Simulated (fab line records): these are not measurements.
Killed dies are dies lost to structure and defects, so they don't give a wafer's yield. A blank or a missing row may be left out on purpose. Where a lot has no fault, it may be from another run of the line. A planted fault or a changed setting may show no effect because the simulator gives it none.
fab line records / flow nand_harc
[record] lots = 6 wafers = 18 last_day = 33
route steps=1302 shown P_ZERO_WELL@52 END@1302
lots untouched by any fault: they come from a run of this same line in which no faults occurred
start_h: hours from the record's first day to the start of the lot's first wafer shown / wait_h: hours from the lot's prior step to this one / " repeats the value in the row above / L1.1+2: one row covering several wafers at once / - no value present, or no start provided / * or withheld: withheld / < > ~ a bound
route shown NAME@n: NAME is a module with steps in the file, n the number in the route of the first one / usual: average and standard deviation across the fault-free wafers / same: alike in all rows / chamber/n: place in a boat / sites: each site's reading / _std_site: the values' standard deviation / _edge_site: the outer-site mean with the inner-site mean subtracted / radius_mm: for every site, how far away it sits from the centre of the wafer / mask NAME#n: copy n / behind: the most recent tool/chamber to have shaped the wafer / hold: what put the lot on hold/how long, in hours/how the hold closed / device: transistor that didn't switch, given as n, p or np / end of line: tests of these same wafers at the route's end / a step with no rows: only its recipe / killed: at the first sort, the dies lost to defects and structure; wafer yield is something else / map: a wafer's dies, marking killed ones x, the rest . and places with no die _
set.NAME: the setting the step ran with; set.NAME@STEP: the setting that earlier step ran with / model.NAME: the simulator's own value behind a step, which no gauge read
lots at some steps of the route; a table a step, a row a wafer
services: when a tool's chamber went out of use (start_h, in hours from the record's first day, below 0 if earlier), for how many hours, and the reason
[[steps]]
[step NHARC_P_ZERO_WELL_HMDS_45]
[recipe] time_s = 30
[step NHARC_P_ZERO_WELL_COAT_46]
[recipe] spin_rpm = withheld
[step NHARC_P_ZERO_WELL_SOFTBAKE_47]
[recipe] temp_c = 122 time_s = 95
[step NHARC_P_ZERO_WELL_EBR_48]
[step NHARC_P_ZERO_WELL_EXPOSE_49]
[recipe] na = 0.6 target_cd_nm = 2000 dose_mj = 22.64 mask_id = P_HVPW
[step NHARC_P_ZERO_WELL_PEB_50]
[recipe] peb_temp_c = 118 peb_time_s = 85
[step NHARC_P_ZERO_WELL_DEVELOP_51]
[recipe] time_s = 70
[step NHARC_P_ZERO_WELL_CD_MEAS_52]
[recipe] target_cd_nm = 2000 landing_energy_ev = 500
[usual] cd_nm = 2001.2/1.6
lot.wafer=L673.1 tool=cd_sem-01 chamber=0 start_h=36.20 wait_h=- cd_nm=1999.7
lot.wafer=L673.3 tool=cd_sem-01 chamber=0 start_h=36.20 wait_h=- cd_nm=2000.9
lot.wafer=L673.4 tool=cd_sem-01 chamber=0 start_h=36.20 wait_h=- cd_nm=2000.1
lot.wafer=L680.2 tool=cd_sem-03 chamber=0 start_h=105.99 wait_h=- cd_nm=2002.3
lot.wafer=L680.3 tool=cd_sem-03 chamber=0 start_h=105.99 wait_h=- cd_nm=2001.4
lot.wafer=L680.5 tool=cd_sem-03 chamber=0 start_h=105.99 wait_h=- cd_nm=2003.6
lot.wafer=L683.4 tool=cd_sem-03 chamber=0 start_h=135.99 wait_h=- cd_nm=2003.0
lot.wafer=L683.5 tool=cd_sem-03 chamber=0 start_h=135.99 wait_h=- cd_nm=2002.4
lot.wafer=L683.6 tool=cd_sem-03 chamber=0 start_h=135.99 wait_h=- cd_nm=2001.3
lot.wafer=L689.1 tool=cd_sem-01 chamber=0 start_h=195.72 wait_h=- cd_nm=1999.1
lot.wafer=L689.2 tool=cd_sem-01 chamber=0 start_h=195.72 wait_h=- cd_nm=1998.6
lot.wafer=L689.5 tool=cd_sem-01 chamber=0 start_h=195.72 wait_h=- cd_nm=1998.3
lot.wafer=L694.3 tool=cd_sem-03 chamber=0 start_h=245.60 wait_h=- cd_nm=2001.5
lot.wafer=L694.4 tool=cd_sem-03 chamber=0 start_h=245.60 wait_h=- cd_nm=2000.8
lot.wafer=L694.5 tool=cd_sem-03 chamber=0 start_h=245.60 wait_h=- cd_nm=2002.5
lot.wafer=L695.1 tool=cd_sem-03 chamber=0 start_h=255.79 wait_h=- cd_nm=2002.1
lot.wafer=L695.4 tool=cd_sem-03 chamber=0 start_h=255.79 wait_h=- cd_nm=2003.1
lot.wafer=L695.5 tool=cd_sem-03 chamber=0 start_h=255.79 wait_h=- cd_nm=2002.0
[step NHARC_P_ZERO_WELL_HARDBAKE_53]
[recipe] temp_c = 125 time_s = 80
[step NHARC_P_ZERO_WELL_DESCUM_54]
[recipe] time_s = 3 o2_flow_sccm = 200 ar_flow_sccm = 0 bias_power_w = 0 chemistry = O2
[usual] drypump_motor_current_A = 5.8/0.33 oes_product_au = 1.002/0.01 rf_vpp_V = 57.6/0.77 showerhead_plenum_p_Torr = 1.87/0.092 throttle_valve_pct = 11.312/0.01
lot.wafer=L673.3 tool=rie_diel-01 chamber=2 start_h=36.36 wait_h=- drypump_motor_current_A=5.7 oes_product_au=1.020 rf_hours_counter_h=0 rf_vpp_V=58.2 showerhead_plenum_p_Torr=1.80 throttle_valve_pct=11.310
lot.wafer=L673.4 tool=rie_diel-01 chamber=3 start_h=36.36 wait_h=- drypump_motor_current_A=5.8 oes_product_au=1.006 rf_hours_counter_h=0 rf_vpp_V=56.7 showerhead_plenum_p_Torr=1.79 throttle_valve_pct=11.312
lot.wafer=L673.1 tool=rie_diel-01 chamber=0 start_h=36.36 wait_h=- drypump_motor_current_A=5.4 oes_product_au=1.002 rf_hours_counter_h=0 rf_vpp_V=57.9 showerhead_plenum_p_Torr=1.97 throttle_valve_pct=11.322
lot.wafer=L680.2 tool=rie_diel-01 chamber=2 start_h=106.26 wait_h=- drypump_motor_current_A=5.7 oes_product_au=1.005 rf_hours_counter_h=24 rf_vpp_V=56.8 showerhead_plenum_p_Torr=1.80 throttle_valve_pct=11.295
lot.wafer=L680.3 tool=rie_diel-01 chamber=3 start_h=106.26 wait_h=- drypump_motor_current_A=5.8 oes_product_au=1.007 rf_hours_counter_h=27 rf_vpp_V=57.3 showerhead_plenum_p_Torr=1.78 throttle_valve_pct=11.297
lot.wafer=L680.5 tool=rie_diel-01 chamber=0 start_h=106.26 wait_h=- drypump_motor_current_A=5.4 oes_product_au=1.007 rf_hours_counter_h=- rf_vpp_V=58.0 showerhead_plenum_p_Torr=1.96 throttle_valve_pct=11.328
lot.wafer=L683.4 tool=rie_diel-12 chamber=0 start_h=137.00 wait_h=- drypump_motor_current_A=5.9 oes_product_au=0.979 rf_hours_counter_h=14 rf_vpp_V=57.2 showerhead_plenum_p_Torr=1.78 throttle_valve_pct=11.310
lot.wafer=L683.5 tool=rie_diel-12 chamber=3 start_h=137.00 wait_h=- drypump_motor_current_A=5.8 oes_product_au=1.013 rf_hours_counter_h=- rf_vpp_V=56.8 showerhead_plenum_p_Torr=1.80 throttle_valve_pct=11.305
lot.wafer=L683.6 tool=rie_diel-12 chamber=0 start_h=137.00 wait_h=- drypump_motor_current_A=5.9 oes_product_au=0.991 rf_hours_counter_h=- rf_vpp_V=56.4 showerhead_plenum_p_Torr=1.78 throttle_valve_pct=11.316
lot.wafer=L689.2 tool=rie_diel-12 chamber=2 start_h=195.90 wait_h=- drypump_motor_current_A=6.2 oes_product_au=1.005 rf_hours_counter_h=30 rf_vpp_V=57.2 showerhead_plenum_p_Torr=1.86 throttle_valve_pct=11.322
lot.wafer=L689.1 tool=rie_diel-12 chamber=3 start_h=195.90 wait_h=- drypump_motor_current_A=5.8 oes_product_au=1.011 rf_hours_counter_h=31 rf_vpp_V=57.8 showerhead_plenum_p_Torr=1.79 throttle_valve_pct=11.305
lot.wafer=L689.5 tool=rie_diel-12 chamber=1 start_h=195.90 wait_h=- drypump_motor_current_A=5.8 oes_product_au=0.996 rf_hours_counter_h=- rf_vpp_V=57.8 showerhead_plenum_p_Torr=2.01 throttle_valve_pct=11.302
lot.wafer=L694.4 tool=rie_diel-12 chamber=2 start_h=245.76 wait_h=- drypump_motor_current_A=6.2 oes_product_au=1.012 rf_hours_counter_h=49 rf_vpp_V=57.2 showerhead_plenum_p_Torr=1.85 throttle_valve_pct=11.309
lot.wafer=L694.3 tool=rie_diel-12 chamber=3 start_h=245.76 wait_h=- drypump_motor_current_A=5.8 oes_product_au=1.017 rf_hours_counter_h=50 rf_vpp_V=56.2 showerhead_plenum_p_Torr=1.78 throttle_valve_pct=11.301
lot.wafer=L694.5 tool=rie_diel-12 chamber=1 start_h=245.76 wait_h=- drypump_motor_current_A=5.8 oes_product_au=1.003 rf_hours_counter_h=- rf_vpp_V=57.9 showerhead_plenum_p_Torr=2.00 throttle_valve_pct=11.298
lot.wafer=L695.1 tool=rie_diel-01 chamber=2 start_h=255.96 wait_h=- drypump_motor_current_A=5.7 oes_product_au=1.002 rf_hours_counter_h=10 rf_vpp_V=57.4 showerhead_plenum_p_Torr=1.79 throttle_valve_pct=11.300
lot.wafer=L695.4 tool=rie_diel-01 chamber=3 start_h=255.96 wait_h=- drypump_motor_current_A=5.8 oes_product_au=0.987 rf_hours_counter_h=10 rf_vpp_V=58.1 showerhead_plenum_p_Torr=2.07 throttle_valve_pct=11.315
lot.wafer=L695.5 tool=rie_diel-01 chamber=2 start_h=255.96 wait_h=- drypump_motor_current_A=5.7 oes_product_au=1.009 rf_hours_counter_h=- rf_vpp_V=57.4 showerhead_plenum_p_Torr=1.79 throttle_valve_pct=11.318
[step NHARC_P_ZERO_WELL_IMPLANT_55]
[recipe] energy_kev = 180 dose_cm2 = 8e+11 tilt_deg = 7
[step NHARC_P_ZERO_WELL_IMPLANT_61]
[recipe] energy_kev = 30 dose_cm2 = 5e+11 tilt_deg = 7
[step NHARC_P_ZERO_WELL_STRIP_56]
[recipe] time_s = 840 temp_c = 130 chemistry = SPM
[usual] run_length_s = 843.2/1.1
lot.wafer=L673.4 tool=wet_bench-01 chamber=2 start_h=36.89 wait_h=0.1 run_length_s=842.7
lot.wafer=L673.3 tool=wet_bench-01 chamber=3 start_h=36.89 wait_h=0.1 run_length_s=844.6
lot.wafer=L673.1 tool=wet_bench-01 chamber=6 start_h=36.89 wait_h=0.1 run_length_s=841.9
lot.wafer=L680.3 tool=wet_bench-09 chamber=5 start_h=106.79 wait_h=0.1 run_length_s=170.8
lot.wafer=L680.5 tool=wet_bench-09 chamber=6 start_h=106.79 wait_h=0.1 run_length_s=171.8
lot.wafer=L680.2 tool=wet_bench-09 chamber=0 start_h=106.79 wait_h=0.1 run_length_s=172.5
lot.wafer=L683.6 tool=wet_bench-09 chamber=6 start_h=137.54 wait_h=0.0 run_length_s=169.8
lot.wafer=L683.4 tool=wet_bench-09 chamber=0 start_h=137.54 wait_h=0.0 run_length_s=173.3
lot.wafer=L683.5 tool=wet_bench-09 chamber=2 start_h=137.54 wait_h=0.0 run_length_s=172.6
lot.wafer=L689.1 tool=wet_bench-05 chamber=4 start_h=196.42 wait_h=0.2 run_length_s=841.4
lot.wafer=L689.5 tool=wet_bench-05 chamber=6 start_h=196.42 wait_h=0.2 run_length_s=842.4
lot.wafer=L689.2 tool=wet_bench-05 chamber=0 start_h=196.42 wait_h=0.2 run_length_s=842.6
lot.wafer=L694.5 tool=wet_bench-09 chamber=1 start_h=246.30 wait_h=0.1 run_length_s=840.5
lot.wafer=L694.4 tool=wet_bench-09 chamber=2 start_h=246.30 wait_h=0.1 run_length_s=844.3
lot.wafer=L694.3 tool=wet_bench-09 chamber=6 start_h=246.30 wait_h=0.1 run_length_s=842.1
lot.wafer=L695.4 tool=wet_bench-01 chamber=1 start_h=256.50 wait_h=0.1 run_length_s=843.7
lot.wafer=L695.1 tool=wet_bench-01 chamber=2 start_h=256.50 wait_h=0.1 run_length_s=843.2
lot.wafer=L695.5 tool=wet_bench-01 chamber=5 start_h=256.50 wait_h=0.1 run_length_s=843.4
[step NHARC_P_ZERO_WELL_PRECLEAN_68]
[recipe] time_s = 60 temp_c = 50 bath_age_min = 0 chemistry = SC1
[step NHARC_END_SORT_01]
[recipe] temp_c = 25
[usual] killed_at_array = 55/20 killed_at_other = 1.1/1.2 killed_at_periphery = 3.8/2.8 killed_dies = 60/19 killed_open = 3.4/1.9 killed_short = 2.2/1.5
[same] gross_dies = 677
lot.wafer=L673.1 tool=prober-02 chamber=0 start_h=568.21 wait_h=2.5 killed_at_array=71 killed_at_other=1 killed_at_periphery=4 killed_dies=76 killed_open=0 killed_short=0
lot.wafer=L673.3 tool=prober-02 chamber=0 start_h=569.81 wait_h=3.1 killed_at_array=52 killed_at_other=1 killed_at_periphery=5 killed_dies=58 killed_open=3 killed_short=3
lot.wafer=L673.4 tool=prober-02 chamber=0 start_h=570.60 wait_h=3.4 killed_at_array=61 killed_at_other=2 killed_at_periphery=7 killed_dies=70 killed_open=3 killed_short=2
lot.wafer=L680.2 tool=prober-01 chamber=0 start_h=634.03 wait_h=2.8 killed_at_array=94 killed_at_other=0 killed_at_periphery=5 killed_dies=99 killed_open=5 killed_short=1
lot.wafer=L680.3 tool=prober-01 chamber=0 start_h=634.84 wait_h=3.1 killed_at_array=87 killed_at_other=0 killed_at_periphery=1 killed_dies=88 killed_open=0 killed_short=2
lot.wafer=L680.5 tool=prober-01 chamber=0 start_h=636.46 wait_h=3.7 killed_at_array=104 killed_at_other=2 killed_at_periphery=4 killed_dies=110 killed_open=4 killed_short=2
lot.wafer=L683.4 tool=prober-02 chamber=0 start_h=665.29 wait_h=3.4 killed_at_array=45 killed_at_other=4 killed_at_periphery=5 killed_dies=54 killed_open=1 killed_short=2
lot.wafer=L683.5 tool=prober-02 chamber=0 start_h=666.09 wait_h=3.7 killed_at_array=58 killed_at_other=3 killed_at_periphery=7 killed_dies=68 killed_open=3 killed_short=2
lot.wafer=L683.6 tool=prober-02 chamber=0 start_h=666.89 wait_h=4.0 killed_at_array=50 killed_at_other=3 killed_at_periphery=4 killed_dies=57 killed_open=8 killed_short=1
lot.wafer=L689.1 tool=prober-01 chamber=0 start_h=735.49 wait_h=2.5 killed_at_array=45 killed_at_other=2 killed_at_periphery=12 killed_dies=59 killed_open=2 killed_short=2
lot.wafer=L689.2 tool=prober-01 chamber=0 start_h=736.30 wait_h=2.8 killed_at_array=50 killed_at_other=0 killed_at_periphery=16 killed_dies=66 killed_open=4 killed_short=2
lot.wafer=L689.5 tool=prober-01 chamber=0 start_h=738.70 wait_h=3.7 killed_at_array=36 killed_at_other=2 killed_at_periphery=11 killed_dies=49 killed_open=4 killed_short=1
lot.wafer=L695.1 tool=prober-01 chamber=0 start_h=780.59 wait_h=2.5 killed_at_array=73 killed_at_other=3 killed_at_periphery=1 killed_dies=77 killed_open=5 killed_short=1
lot.wafer=L695.4 tool=prober-01 chamber=0 start_h=782.98 wait_h=3.4 killed_at_array=66 killed_at_other=2 killed_at_periphery=5 killed_dies=73 killed_open=5 killed_short=3
lot.wafer=L695.5 tool=prober-01 chamber=0 start_h=783.77 wait_h=3.7 killed_at_array=67 killed_at_other=1 killed_at_periphery=0 killed_dies=68 killed_open=2 killed_short=2
// killed by level:class
L673.1 A_CHANNEL_HOLE_D1:chamber_film_flake=30 A_CHANNEL_HOLE_D2:chamber_film_flake=28 A_M1:chamber_film_flake=5 P_ZERO_WELL:chamber_film_flake=2 P_GATE:chamber_film_flake=2 A_STAIRCASE:chamber_film_flake=2 A_SLIT:chamber_film_flake=2 A_CONTACT:chamber_film_flake=2
L673.3 A_CHANNEL_HOLE_D2:chamber_film_flake=22 A_CHANNEL_HOLE_D1:chamber_film_flake=17 A_CONTACT:chamber_film_flake=3 P_CONTACT:geometric_particle:open=2 A_STAIRCASE:chamber_film_flake=2 A_WL_FILL:chamber_film_flake=2 P_STI:geometric_particle:short=1 A_CHANNEL_FILL_D1:geometric_particle:short=1
L673.4 A_CHANNEL_HOLE_D1:chamber_film_flake=27 A_CHANNEL_HOLE_D2:chamber_film_flake=18 A_STAIRCASE:chamber_film_flake=4 P_ZERO_WELL:chamber_film_flake=3 A_M1:chamber_film_flake=3 P_GATE:chamber_film_flake=2 A_DECK1_JOINT:chamber_film_flake=2 THIN_TSV:chamber_film_flake=2
L680.2 A_CHANNEL_HOLE_D2:chamber_film_flake=37 A_CHANNEL_HOLE_D1:chamber_film_flake=25 A_SLIT:chamber_film_flake=23 A_CONTACT:chamber_film_flake=4 P_ZERO_WELL:chamber_film_flake=2 P_GATE:geometric_particle:open=1 P_M0:geometric_particle:open=1 A_ONON_D2:geometric_particle:short=1
L680.3 A_CHANNEL_HOLE_D1:chamber_film_flake=27 A_SLIT:chamber_film_flake=25 A_CHANNEL_HOLE_D2:chamber_film_flake=24 A_DECK1_JOINT:chamber_film_flake=3 A_STAIRCASE:chamber_film_flake=3 A_CHANNEL_FILL_D1:geometric_particle:short=1 A_BLC:geometric_particle:short=1 P_STI:chamber_film_flake=1
L680.5 A_CHANNEL_HOLE_D2:chamber_film_flake=35 A_CHANNEL_HOLE_D1:chamber_film_flake=29 A_SLIT:chamber_film_flake=26 A_CONTACT:chamber_film_flake=6 P_STI:chamber_film_flake=2 A_STAIRCASE:chamber_film_flake=2 P_CONTACT:geometric_particle:open=1 A_CHANNEL_FILL_D1:geometric_particle:short=1
L683.4 A_CHANNEL_HOLE_D1:chamber_film_flake=31 A_CONTACT:chamber_film_flake=5 THIN_TSV:chamber_film_flake=4 A_M0:chamber_film_flake=3 P_STI:chamber_film_flake=2 P_CONTACT:chamber_film_flake=2 A_STAIRCASE:chamber_film_flake=2 A_CHANNEL_HOLE_D1:geometric_particle:short=1
L683.5 A_CHANNEL_HOLE_D1:chamber_film_flake=35 A_CONTACT:chamber_film_flake=9 P_STI:chamber_film_flake=5 A_STAIRCASE:chamber_film_flake=3 THIN_TSV:chamber_film_flake=3 A_DECK1_JOINT:chamber_film_flake=2 A_M0:chamber_film_flake=2 P_GATE:geometric_particle:open=1
L683.6 A_CHANNEL_HOLE_D1:chamber_film_flake=26 A_CONTACT:chamber_film_flake=8 A_STAIRCASE:chamber_film_flake=3 THIN_TSV:chamber_film_flake=3 A_BLC:geometric_particle:open=2 P_STI:chamber_film_flake=2 A_CHANNEL_HOLE_D2:chamber_film_flake=2 P_CONTACT:geometric_particle:open=1
L689.1 A_CHANNEL_HOLE_D1:chamber_film_flake=34 P_GATE:chamber_film_flake=8 A_SLIT:chamber_film_flake=3 A_STAIRCASE:chamber_film_flake=2 THIN_TSV:chamber_film_flake=2 A_CONTACT:chamber_film_flake=2 P_M0:geometric_particle:open=1 A_SOURCE_PLATE:geometric_particle:short=1
L689.2 A_CHANNEL_HOLE_D1:chamber_film_flake=39 P_GATE:chamber_film_flake=9 P_STI:chamber_film_flake=4 A_SLIT:chamber_film_flake=4 A_WL_FILL:chamber_film_flake=2 P_CONTACT:geometric_particle:open=1 P_M0:geometric_particle:open=1 A_ONON_D1:geometric_particle:open=1
L689.5 A_CHANNEL_HOLE_D1:chamber_film_flake=22 P_CONTACT:chamber_film_flake=4 A_CONTACT:chamber_film_flake=4 P_GATE:chamber_film_flake=3 A_SLIT:chamber_film_flake=2 A_M0:chamber_film_flake=2 THIN_TSV:chamber_film_flake=2 P_GATE:geometric_particle:open=1
L695.1 A_SLIT:chamber_film_flake=26 A_CHANNEL_HOLE_D2:chamber_film_flake=20 A_CHANNEL_HOLE_D1:chamber_film_flake=12 A_CONTACT:chamber_film_flake=5 THIN_TSV:chamber_film_flake=3 A_STAIRCASE:chamber_film_flake=2 P_M1:geometric_particle:open=1 A_CHANNEL_FILL_D1:geometric_particle:short=1
L695.4 A_SLIT:chamber_film_flake=23 A_CHANNEL_HOLE_D2:chamber_film_flake=16 A_CHANNEL_HOLE_D1:chamber_film_flake=13 A_CHANNEL_FILL_D1:chamber_film_flake=3 A_CONTACT:chamber_film_flake=3 P_ZERO_WELL:chamber_film_flake=2 THIN_TSV:chamber_film_flake=2 P_GATE:geometric_particle:open=1
L695.5 A_SLIT:chamber_film_flake=30 A_CHANNEL_HOLE_D2:chamber_film_flake=22 A_CHANNEL_HOLE_D1:chamber_film_flake=7 A_ONON_D1:geometric_particle:short=1 A_CONTACT:geometric_particle:open=1 A_BLC:geometric_particle:short=1 A_M0:geometric_particle:open=1 A_CHANNEL_FILL_D1:chamber_film_flake=1
[[services]]
tool=rie_diel-12 chamber=0 start_h=22.62 hours=- kind=clean
tool=rie_diel-12 chamber=1 start_h=22.62 hours=- kind=clean
tool=rie_diel-12 chamber=2 start_h=22.62 hours=- kind=clean
tool=rie_diel-12 chamber=3 start_h=22.62 hours=- kind=clean
tool=rie_diel-01 chamber=- start_h=27.19 hours=9.0 kind=pm
tool=rie_diel-01 chamber=0 start_h=27.19 hours=9.0 kind=vent_cycle
tool=rie_diel-01 chamber=1 start_h=27.19 hours=9.0 kind=vent_cycle
tool=rie_diel-01 chamber=2 start_h=27.19 hours=9.0 kind=vent_cycle
tool=rie_diel-01 chamber=3 start_h=27.19 hours=9.0 kind=vent_cycle
tool=rie_diel-12 chamber=- start_h=35.72 hours=0.8 kind=repair
tool=rie_diel-01 chamber=0 start_h=36.19 hours=- kind=clean
tool=rie_diel-01 chamber=1 start_h=36.19 hours=- kind=clean
tool=rie_diel-01 chamber=2 start_h=36.19 hours=- kind=clean
tool=wet_bench-05 chamber=- start_h=84.80 hours=8.0 kind=pm
tool=rie_diel-12 chamber=2 start_h=86.02 hours=8.6 kind=repair
tool=rie_diel-12 chamber=- start_h=91.49 hours=9.0 kind=pm
tool=wet_bench-01 chamber=- start_h=101.60 hours=8.0 kind=pm
tool=wet_bench-09 chamber=- start_h=144.30 hours=9.5 kind=repair
tool=rie_diel-01 chamber=3 start_h=157.35 hours=2.9 kind=repair
tool=rie_diel-12 chamber=2 start_h=167.76 hours=10.3 kind=repair
tool=wet_bench-09 chamber=- start_h=176.80 hours=8.0 kind=pm
tool=rie_diel-12 chamber=3 start_h=192.68 hours=3.1 kind=repair
tool=rie_diel-01 chamber=- start_h=204.57 hours=9.0 kind=pm
tool=rie_diel-12 chamber=- start_h=242.81 hours=0.4 kind=repair
[[key]]
[first_sign] step = NHARC_P_ZERO_WELL_STRIP_56 reading = run_length_s direction = down sigmas = 99+ usual = * struck = *
effect none on later readings
met_at NHARC_P_ZERO_WELL_STRIP_56
struck_wafers L680.2,L680.3,L680.5,L683.4,L683.5,L683.6
tester_left_out L680,L683
[fault] kind = process_parameter_drift tool = wet_bench-09 chamber = - onset_h = 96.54 steps = NHARC_P_ZERO_WELL_STRIP_56 channel = time_s offset = * shape = step end_h = 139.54 acts_in = * stated = *
// tester_left_out: of these lots the tester's yield and bins aren't shown, on N5 and GAA mostly nor the transistor test; their killed dies are dies lost to structure and defects alone, not to doping, threshold or leakage, so they don't give the yield
